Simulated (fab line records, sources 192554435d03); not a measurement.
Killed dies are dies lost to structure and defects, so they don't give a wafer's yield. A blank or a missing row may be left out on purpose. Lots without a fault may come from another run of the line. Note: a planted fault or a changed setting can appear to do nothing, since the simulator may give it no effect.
Split-lot trial	flow n5Finfet	21 wafers read from 7 lots, route of 1938 steps

## SPLIT DETAILS
At N5_BEOL_M4_TRENCH_ETCH_37 (etches SiOC in C4F6/O2, target depth 55.555 nm, time 29.2 s), the setting timeS was moved away from the recipe's 29.2 s on 5 of the 21 wafers read, by -18.6% to +16.4%. This setting was run at the recipe's value on the other wafers.

## FROM THE SPLIT TO THE READING: what the file shows between them, 13 steps
- N5_BEOL_M4_ETCH_41: etches SiCN in CH3F/O2, target depth 29.9 nm, time 52.5 s
- N5_BEOL_M4_STRIP_97: strips in N2/H2, time 10 s
- N5_BEOL_M4_OCD_MEAS_38
- N5_BEOL_M4_HM_STRIP_39: strips TiN in peroxide tin strip, target depth 25 nm, time 158 s
- N5_BEOL_M4_SRD_40: time 30 s
- N5_BEOL_M4_ECD_50: material Cu, target thk 300 nm
- N5_BEOL_M4_ANNEAL_51: time 90 s
- N5_BEOL_M4_CMP_52: polishes, stops on SiOC, t overpolish 6.8 s, target thk 40 nm
- N5_BEOL_M4_THK_MEAS_53: measures by xrf
- N5_BEOL_M4_PRE_CLEAN_60: time 15 s
- N5_BEOL_M4_CO_CAP_55: material Co, precursor CCTBA/H2, target thk 2 nm, time 102.1 s
- N5_BEOL_M4_PRE_CLEAN_56: time 15 s
- N5_BEOL_M4_DEP_57: deposits SiCN from 3MS/NH3, target thk 8 nm, time 14 s

## THE READING
M4_RS in ohm/sq, measured at N5_BEOL_M4_RS_MEAS_58 by four-point-probe. Typical for fault-free wafers on this fab line: 0.67 ohm/sq, with standard deviation 0.034 ohm/sq.

wafer	tool, chamber at the split	timeS as run, s	against the recipe	M4_RS, ohm/sq	against lot-mates on the recipe
L080.1	rieDiel-04, 3	29.2	recipe	0.64	-
L080.4	rieDiel-04, 0	29.2	recipe	0.75	-
L080.5	rieDiel-04, 2	29.2	recipe	0.62	-
L083.3	rieDiel-06, 1	29.2	recipe	0.66	-
L083.4	rieDiel-06, 3	34	+16.4%	0.49	-0.16
L083.6	rieDiel-06, 1	29.2	recipe	0.64	-
L087.2	rieDiel-04, 0	29.2	recipe	0.72	-
L087.3	rieDiel-04, 1	29.2	recipe	0.71	-
L087.5	rieDiel-04, 3	29.2	recipe	0.68	-
L091.2	rieDiel-04, 2	29.2	recipe	0.64	-
L091.5	rieDiel-04, 1	29.2	recipe	0.66	-
L091.6	rieDiel-04, 0	32.23	+10.4%	0.62	-0.03
L095.3	rieDiel-04, 0	29.2	recipe	0.71	-
L095.4	rieDiel-04, 1	29.2	recipe	0.64	-
L095.5	rieDiel-04, 1	29.2	recipe	0.68	-
L096.1	rieDiel-05, 0	23.76	-18.6%	0.84	+0.18
L096.3	rieDiel-05, 3	29.2	recipe	0.66	-
L096.6	rieDiel-05, 1	23.76	-18.6%	0.95	+0.29
L097.4	rieDiel-04, 2	25.23	-13.6%	0.83	+0.15
L097.5	rieDiel-04, 3	29.2	recipe	0.68	-
L097.6	rieDiel-04, 1	29.2	recipe	0.68	-

FIT RESULTS
A straight line over all 21 wafers: M4_RS changes by -0.011 ohm/sq for each +1% of timeS; r = -0.92; the points scatter about the line by 0.039 ohm/sq.
The same after taking each lot's own level away (the mean of its wafers on the recipe; 21 wafers): -0.0108 ohm/sq for each +1%; r = -0.92; scatter 0.038 ohm/sq.
On that fit, the largest move of timeS shifts the reading by 0.2 ohm/sq.
The lots' own levels span 0.650 to 0.703 ohm/sq, that is 1.6 times the standard deviation above.
So the lot-to-lot level changes the slope little: the two slopes agree.
Check: +0.221 ohm/sq against its lot-mates is what the line predicts for one of the wafers moved furthest among these (-18.6%) when that wafer is left out of the fit. Against them it came out at +0.18 ohm/sq.

## THESE WAFERS: OTHER SPLITS
Other splits were also applied to these wafers ahead of the reading. Each is held against what the fit with the lots' levels taken away leaves over:
other split on the same wafers	wafers away from the commonest value	r with M4_RS (lot level and that fit taken away)
N5_BEOL_M3_TRENCH_ETCH_37 sourceW	8	+0.10
N5_BEOL_M4_DESCUM_33 timeS	4	-0.13

## THE WHOLE CHAIN: every reading that the file lists as answering this split, in the file's order
step	what it does	reading	change (the file's fit)	r (the file's)
N5_BEOL_M4_TRENCH_ETCH_37	etches SiOC in C4F6/O2, target depth 55.555 nm, time 29.2 s	BEOL_M4.featureDepthNm (the simulator's own value, which no gauge read)	+0.498 nm for each +1% of the setting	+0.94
N5_BEOL_M4_TRENCH_ETCH_37	etches SiOC in C4F6/O2, target depth 55.555 nm, time 29.2 s	etch.depthNm (the simulator's own value, which no gauge read)	+0.494 nm for each +1% of the setting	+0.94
N5_BEOL_M4_OCD_MEAS_38		trenchDepthNm	+0.495 nm for each +1% of the setting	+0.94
N5_BEOL_M4_CMP_52	polishes, stops on SiOC, t overpolish 6.8 s, target thk 40 nm	Cu_of_BEOL_M4_ECD_50.thkNm (the simulator's own value, which no gauge read)	+0.447 nm for each +1% of the setting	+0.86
N5_BEOL_M4_THK_MEAS_53	measures by xrf	M4_THK	+0.441 for each +1% of the setting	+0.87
N5_BEOL_M4_RS_MEAS_58	measures by four-point-probe	M4_RS	-0.0102 for each +1% of the setting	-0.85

## FILE'S OWN FIT
M4_RS changes by -0.0102 ohm/sq for each +1% of timeS, r = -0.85.
